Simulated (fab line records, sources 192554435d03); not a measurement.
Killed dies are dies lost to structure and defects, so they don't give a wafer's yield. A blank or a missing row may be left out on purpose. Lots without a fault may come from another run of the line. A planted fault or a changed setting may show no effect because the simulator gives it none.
Chamber matching | flow n5_finfet | N5_BEOL_M12_ETCH_68 on rie_diel-05: 4 sister chambers
The step etches SOC in N2/H2, time 285 s. 4 wafers are shown with their chamber, then 7 later ones without.

WAFERS WITH THEIR CHAMBER
wafer  | chamber | showerhead_plenum_p_Torr (Torr)
L680.4 | 3       | 2.69
L680.6 | 1       | 2.57
L693.3 | 0       | 2.45
L693.4 | 2       | 2.44

WAFERS WITHOUT THEIR CHAMBER
wafer  | showerhead_plenum_p_Torr (Torr)
L693.6 | 2.68
L694.1 | 2.56
L694.4 | 2.44
L694.5 | 2.56
L695.1 | 2.56
L695.3 | 2.45
L695.5 | 2.44

WHICH CHAMBER EACH WENT THROUGH
wafer  | from the rows above     | in truth
L693.6 | 3                       | 3
L694.1 | 1                       | 1
L694.4 | can't be placed: 2 or 0 | 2
L694.5 | 1                       | 1
L695.1 | 1                       | 1
L695.3 | can't be placed: 0 or 2 | 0
L695.5 | can't be placed: 2 or 0 | 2
Placed correctly: 4 of 7. Can't be placed from these rows: 3 (the true chamber is among the candidates in 3). Placed wrongly: 0.
How it was worked out, from the rows above alone: a wafer's distance from a chamber is the root of the sum, over the readings, of the square of ((its reading less the chamber's mean) divided by the reading's scatter). The wafer belongs to the nearest chamber; if the next one is less than 2 further off, it can't be placed. A chamber's mean is the mean of its shown wafers. The scatter: with one shown wafer a chamber, the root of the mean of the squares of how far each hidden wafer lies from its nearest shown one.
